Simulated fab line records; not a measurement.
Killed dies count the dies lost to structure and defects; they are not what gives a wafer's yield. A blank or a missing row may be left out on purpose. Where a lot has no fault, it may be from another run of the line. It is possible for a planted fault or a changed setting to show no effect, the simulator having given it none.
fab line records | flow n5_finfet
[record] lots = 14 | wafers = 42 | last_day = 18
route steps=1938 shown BEOL_M2@925 BEOL_M3@932
lots that met no fault: from a run of the same line without faults
start_h: the number of hours between the record's first day and the start of the first shown wafer of the lot | wait_h: time in hours since the lot's previous step | " as in the row above | L1.1+2: a row that stands for several wafers | - no value, or no start was given | * or withheld: withheld | < > ~ a bound
route shown NAME@n: NAME is a module with steps in the file, n the number in the route of the first one | usual: mean and standard deviation over wafers with no fault | same: alike in all rows | chamber/n: place in a boat | sites: per-site readings | _std_site: how widely they spread, as a standard deviation | _edge_site: mean of outer sites minus mean of inner sites | radius_mm: how far each site lies from the wafer's centre | mask NAME#n: copy n | behind: the last tool/chamber to shape the wafer | hold: reason for holding the lot/hours on hold/outcome of the hold | device: the n, p or np transistor that did not switch | end of line: the route-end tests of the same wafers | a step with no rows: only its recipe | killed: dies lost to structure and defects at the first sort, not the wafer's yield | map: per-die view of a wafer (x killed, . not killed, _ where there is no die)
set.NAME: the setting that was run; set.NAME@STEP: the one run at that earlier step | model.NAME: the simulator's own value behind a step, which no gauge read
one table for each step of the route and one row for each wafer, over a sample of lots
services: when a tool's chamber went out of use (start_h, in hours from the record's first day, below 0 if earlier), for how many hours, and the reason
[[steps]]
[step N5_BEOL_M2_PRE_CLEAN_60]
[recipe] gas = NH3/H2 | time_s = 15 | temp_c = * | rf_power_w = 300
[usual] heater_power_w = 86/15
[same] time_s = 15
lot.wafer | tool      | chamber | start_h | wait_h | heater_power_w | since_wet_clean_h
L474.2    | cvd_co-01 | 1       | 147.06  | 0.0    | 98             | 1126
L474.3    | "         | 0       | "       | "      | 99             | 688
L474.5    | "         | 0       | "       | "      | 99             | -
L473.2    | cvd_co-01 | 0       | 159.75  | 0.0    | 98             | 701
L473.5    | "         | 2       | "       | "      | 64             | -
L473.6    | "         | 0       | "       | "      | 97             | -
L475.1    | cvd_co-01 | 2       | 166.40  | 0.0    | 64             | 248
L475.2    | "         | 1       | "       | "      | 102            | 1145
L475.5    | "         | 1       | "       | "      | 97             | -
L476.1    | cvd_co-01 | 0       | 173.10  | 0.0    | 100            | 714
L476.2    | "         | 1       | "       | "      | 97             | 1152
L476.5    | "         | 2       | "       | "      | 66             | -
L479.1    | cvd_co-01 | 0       | 182.55  | 0.2    | 97             | 724
L479.3    | "         | 2       | "       | "      | 65             | 265
L479.4    | "         | 2       | "       | "      | 67             | -
L478.2    | cvd_co-01 | 0       | 183.12  | 0.1    | 101            | 724
L478.3    | "         | 1       | "       | "      | 99             | 1162
L478.4    | "         | 0       | "       | "      | 99             | -
L480.2    | cvd_co-02 | 2       | 188.94  | 0.1    | 97             | 476
L480.5    | "         | 0       | "       | "      | 78             | -
L480.6    | "         | 2       | "       | "      | 95             | -
L483.1    | cvd_co-02 | 0       | 213.20  | 0.1    | 82             | 973
L483.3    | "         | 2       | "       | "      | 95             | 500
L483.6    | "         | 1       | "       | "      | 76             | -
L484.1    | cvd_co-01 | 1       | 221.26  | 0.0    | 97             | 1200
L484.3    | "         | 0       | "       | "      | 100            | 763
L484.6    | "         | 2       | "       | "      | 64             | -
L492.2    | cvd_co-01 | 0       | 256.71  | 0.0    | 97             | 798
L492.4    | "         | 1       | "       | "      | 98             | -
L492.5    | "         | 0       | "       | "      | 98             | -
L493.2    | cvd_co-01 | 1       | 271.98  | 0.0    | 98             | 1251
L493.4    | "         | 2       | "       | "      | 67             | -
L493.6    | "         | 1       | "       | "      | 97             | -
L494.1    | cvd_co-01 | 2       | 272.26  | 0.0    | 64             | 354
L494.4    | "         | 2       | "       | "      | 65             | -
L494.5    | "         | 0       | "       | "      | 102            | -
L495.2    | cvd_co-01 | 2       | 280.62  | 0.0    | 66             | 363
L495.4    | "         | 1       | "       | "      | 96             | -
L495.6    | "         | 2       | "       | "      | 63             | -
L496.4    | cvd_co-01 | 2       | 284.25  | 0.1    | 66             | -
L496.5    | "         | 0       | "       | "      | 98             | -
L496.6    | "         | 1       | "       | "      | 100            | -
[step N5_BEOL_M2_INSPECT_59]
[recipe] inspect_instrument = darkfield | mode = post_dep
[usual] raw_defect_count = 65/26
lot.wafer | tool              | chamber | start_h | wait_h | raw_defect_count
L474.2    | defect_inspect-02 | -       | 147.31  | 0.0    | 77
L474.3    | "                 | -       | "       | "      | 72
L474.5    | "                 | -       | "       | "      | 60
L473.2    | defect_inspect-02 | -       | 160.02  | 0.0    | 37
L473.5    | "                 | -       | "       | "      | 45
L473.6    | "                 | -       | "       | "      | 43
L475.1    | defect_inspect-01 | -       | 166.65  | 0.0    | 52
L475.2    | "                 | -       | "       | "      | 50
L475.5    | "                 | -       | "       | "      | 64
L476.1    | defect_inspect-02 | -       | 173.35  | 0.0    | 95
L476.2    | "                 | -       | "       | "      | 44
L476.5    | "                 | -       | "       | "      | 44
L479.1    | defect_inspect-02 | -       | 182.80  | 0.0    | 54
L479.3    | "                 | -       | "       | "      | 55
L479.4    | "                 | -       | "       | "      | 35
L478.2    | defect_inspect-02 | -       | 183.37  | 0.0    | 77
L478.3    | "                 | -       | "       | "      | 94
L478.4    | "                 | -       | "       | "      | 75
L480.2    | defect_inspect-02 | -       | 189.19  | 0.0    | 52
L480.5    | "                 | -       | "       | "      | 67
L480.6    | "                 | -       | "       | "      | 79
L483.1    | defect_inspect-02 | -       | 213.48  | 0.0    | 65
L483.3    | "                 | -       | "       | "      | 51
L483.6    | "                 | -       | "       | "      | 39
L484.1    | defect_inspect-01 | -       | 221.51  | 0.0    | 50
L484.3    | "                 | -       | "       | "      | 42
L484.6    | "                 | -       | "       | "      | 34
L492.2    | defect_inspect-01 | -       | 256.99  | 0.0    | 96
L492.4    | "                 | -       | "       | "      | 62
L492.5    | "                 | -       | "       | "      | 74
L493.2    | defect_inspect-02 | -       | 272.23  | 0.0    | 93
L493.4    | "                 | -       | "       | "      | 74
L493.6    | "                 | -       | "       | "      | 62
L494.1    | defect_inspect-02 | -       | 272.51  | 0.0    | 73
L494.4    | "                 | -       | "       | "      | 85
L494.5    | "                 | -       | "       | "      | 68
L495.2    | defect_inspect-01 | -       | 280.87  | 0.0    | 41
L495.4    | "                 | -       | "       | "      | 73
L495.6    | "                 | -       | "       | "      | 57
L496.4    | defect_inspect-02 | -       | 284.48  | 0.0    | 124
L496.5    | "                 | -       | "       | "      | 83
L496.6    | "                 | -       | "       | "      | 64
[step N5_BEOL_M3_THK_MEAS_01]
[recipe] reads = SiOC_of_BEOL_M3_ILD_DEP_00
[usual] M3_ILD_THK = 79.1/1.1
lot.wafer | tool          | chamber | start_h | wait_h | M3_ILD_THK[nm]
L474.2    | film_metro-02 | -       | 147.41  | 0.1    | 77.2
L474.3    | "             | -       | "       | "      | 78.6
L474.5    | "             | -       | "       | "      | 80.5
L473.2    | film_metro-02 | -       | 160.13  | 0.1    | 79.8
L473.5    | "             | -       | "       | "      | 78.9
L473.6    | "             | -       | "       | "      | 81.6
L475.1    | film_metro-02 | -       | 166.76  | 0.0    | 78.8
L475.2    | "             | -       | "       | "      | 76.7
L475.5    | "             | -       | "       | "      | 79.7
L476.1    | film_metro-02 | -       | 173.45  | 0.0    | 78.1
L476.2    | "             | -       | "       | "      | 78.9
L476.5    | "             | -       | "       | "      | 79.8
L479.1    | film_metro-02 | -       | 182.90  | 0.0    | 77.6
L479.3    | "             | -       | "       | "      | 78.2
L479.4    | "             | -       | "       | "      | 77.7
L478.2    | film_metro-02 | -       | 183.47  | 0.1    | 78.3
L478.3    | "             | -       | "       | "      | 80.1
L478.4    | "             | -       | "       | "      | 80.7
L480.2    | film_metro-02 | -       | 189.29  | 0.1    | 78.8
L480.5    | "             | -       | "       | "      | 78.3
L480.6    | "             | -       | "       | "      | 79.6
L483.1    | film_metro-01 | -       | 213.58  | 0.0    | 78.5
L483.3    | "             | -       | "       | "      | 79.8
L483.6    | "             | -       | "       | "      | 80.2
L484.1    | film_metro-01 | -       | 221.62  | 0.0    | 76.4
L484.3    | "             | -       | "       | "      | 77.0
L484.6    | "             | -       | "       | "      | 78.8
L492.2    | film_metro-01 | -       | 257.09  | 0.1    | 79.2
L492.4    | "             | -       | "       | "      | 79.0
L492.5    | "             | -       | "       | "      | 78.5
L493.2    | film_metro-01 | -       | 272.33  | 0.1    | 79.0
L493.4    | "             | -       | "       | "      | 80.3
L493.6    | "             | -       | "       | "      | 78.6
L494.1    | film_metro-02 | -       | 272.62  | 0.0    | 78.4
L494.4    | "             | -       | "       | "      | 79.2
L494.5    | "             | -       | "       | "      | 81.2
L495.2    | film_metro-02 | -       | 280.97  | 0.1    | 79.7
L495.4    | "             | -       | "       | "      | 80.2
L495.6    | "             | -       | "       | "      | 80.2
L496.4    | film_metro-01 | -       | 284.59  | 0.0    | 78.9
L496.5    | "             | -       | "       | "      | 77.9
L496.6    | "             | -       | "       | "      | 78.2
[step N5_BEOL_M3_EXPOSE_08]
[recipe] mask_id = M3 | na = 0.33 | source_shape = dipole | sigma_inner = 0.369 | sigma_outer = 0.767 | polarization = unpolarized | dose_mj = 33
[usual] dipole_opening_deg = 79.7/0 | exposure_dose_mJ_cm2 = 33.17/0.27 | na = 0.33/0
lot.wafer | tool           | chamber | start_h | wait_h | mask | dipole_opening_deg | exposure_dose_mJ_cm2 | na
L474.2    | euv_scanner-01 | 0       | 147.90  | -      | M3#0 | 79.7               | 32.95                | 0.33
L474.3    | "              | 0       | "       | "      | M3#0 | 79.7               | 32.98                | 0.33
L474.5    | "              | 0       | "       | "      | M3#0 | 79.7               | 33.00                | 0.33
L473.2    | euv_scanner-02 | 0       | 162.50  | -      | M3#0 | 79.7               | 33.00                | 0.33
L473.5    | "              | 0       | "       | "      | M3#0 | 79.7               | 32.97                | 0.33
L473.6    | "              | 0       | "       | "      | M3#0 | 79.7               | 33.00                | 0.33
L475.1    | euv_scanner-01 | 0       | 169.49  | -      | M3#0 | 79.7               | 33.63                | 0.33
L475.2    | "              | 0       | "       | "      | M3#0 | 79.7               | 33.63                | 0.33
L475.5    | "              | 0       | "       | "      | M3#0 | 79.7               | 33.60                | 0.33
L476.1    | euv_scanner-02 | 0       | 175.68  | -      | M3#0 | 79.7               | 32.98                | 0.33
L476.2    | "              | 0       | "       | "      | M3#0 | 79.7               | 33.00                | 0.33
L476.5    | "              | 0       | "       | "      | M3#0 | 79.7               | 33.01                | 0.33
L479.1    | euv_scanner-01 | 0       | 183.39  | -      | M3#0 | 79.7               | 33.60                | 0.33
L479.3    | "              | 0       | "       | "      | M3#0 | 79.7               | 33.59                | 0.33
L479.4    | "              | 0       | "       | "      | M3#0 | 79.7               | 33.56                | 0.33
L478.2    | euv_scanner-01 | 0       | 185.43  | -      | M3#0 | 79.7               | 33.62                | 0.33
L478.3    | "              | 0       | "       | "      | M3#0 | 79.7               | 33.65                | 0.33
L478.4    | "              | 0       | "       | "      | M3#0 | 79.7               | 33.60                | 0.33
L480.2    | euv_scanner-02 | 0       | 190.55  | -      | M3#0 | 79.7               | 32.97                | 0.33
L480.5    | "              | 0       | "       | "      | M3#0 | 79.7               | 32.98                | 0.33
L480.6    | "              | 0       | "       | "      | M3#0 | 79.7               | 32.99                | 0.33
L483.1    | euv_scanner-01 | -       | 214.14  | -      | M3#0 | -                  | -                    | -
L483.3    | "              | -       | "       | "      | M3#0 | -                  | -                    | -
L483.6    | "              | -       | "       | "      | M3#0 | -                  | -                    | -
L484.1    | euv_scanner-02 | -       | 222.53  | -      | M3#0 | -                  | -                    | -
L484.3    | "              | -       | "       | "      | M3#0 | -                  | -                    | -
L484.6    | "              | -       | "       | "      | M3#0 | -                  | -                    | -
L492.2    | euv_scanner-02 | 0       | 257.86  | -      | M3#0 | 79.7               | 33.03                | 0.33
L492.4    | "              | 0       | "       | "      | M3#0 | 79.7               | 33.01                | 0.33
L492.5    | "              | 0       | "       | "      | M3#0 | 79.7               | 33.04                | 0.33
L493.2    | euv_scanner-02 | 0       | 275.04  | -      | M3#0 | 79.7               | 33.03                | 0.33
L493.4    | "              | 0       | "       | "      | M3#0 | 79.7               | 32.96                | 0.33
L493.6    | "              | 0       | "       | "      | M3#0 | 79.7               | 32.99                | 0.33
L494.1    | euv_scanner-02 | 0       | 275.26  | -      | M3#0 | 79.7               | 33.02                | 0.33
L494.4    | "              | 0       | "       | "      | M3#0 | 79.7               | 33.02                | 0.33
L494.5    | "              | 0       | "       | "      | M3#0 | 79.7               | 33.02                | 0.33
L495.2    | euv_scanner-02 | 0       | 283.76  | -      | M3#0 | 79.7               | 33.00                | 0.33
L495.4    | "              | 0       | "       | "      | M3#0 | 79.7               | 33.01                | 0.33
L495.6    | "              | 0       | "       | "      | M3#0 | 79.7               | 32.99                | 0.33
L496.4    | euv_scanner-02 | 0       | 285.23  | -      | M3#0 | 79.7               | 32.98                | 0.33
L496.5    | "              | 0       | "       | "      | M3#0 | 79.7               | 33.00                | 0.33
L496.6    | "              | 0       | "       | "      | M3#0 | 79.7               | 32.99                | 0.33
[[services]]
tool           | chamber | start_h | hours | kind
euv_scanner-01 | -       | 125.24  | 1.0   | pm
euv_scanner-02 | -       | 129.12  | 1.9   | repair
euv_scanner-02 | -       | 151.03  | 1.0   | pm
euv_scanner-01 | -       | 153.30  | -     | calibration
euv_scanner-01 | 0       | 169.67  | -     | calibration
euv_scanner-01 | -       | 178.11  | 1.0   | pm
euv_scanner-02 | 0       | 179.89  | -     | calibration
euv_scanner-01 | -       | 192.09  | 5.8   | pm
cvd_co-01      | 0       | 201.83  | 16.8  | repair
euv_scanner-02 | -       | 206.50  | 4.6   | pm
cvd_co-02      | -       | 214.67  | 0.5   | repair
euv_scanner-01 | -       | 216.23  | 10.8  | repair
euv_scanner-01 | -       | 234.26  | 1.0   | pm
euv_scanner-01 | -       | 250.23  | 1.5   | repair
euv_scanner-02 | -       | 263.33  | 1.0   | pm
euv_scanner-01 | -       | 265.31  | 8.6   | repair
[[key]]
[first_sign] step = N5_BEOL_M3_EXPOSE_08 | reading = tool_record | direction = missing
effect none on later readings
met_at N5_BEOL_M3_EXPOSE_08
struck_lots L483,L484
later_rows_left_out L483.1,L483.3,L483.6,L484.1,L484.3,L484.6
sort_left_out L483.1,L483.3,L483.6,L484.1,L484.3,L484.6
not_acting_at N5_BEOL_M2_PRE_CLEAN_60,N5_BEOL_M2_INSPECT_59,N5_BEOL_M3_THK_MEAS_01
onset_between 190.55 214.14
[fault] kind = skipped_step_whole | tool = euv_scanner-01,euv_scanner-02 | chamber = - | onset_h = 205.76 | steps = N5_BEOL_M3_EXPOSE_08 | scope = struck_lots_only
// sort_left_out: the simulated sort isn't trusted on such a fault, so these wafers' sort isn't shown, and their yield isn't known
// later_rows_left_out: the simulator's readings of these wafers behind a module that went badly wrong aren't trusted and aren't shown, but for the sort
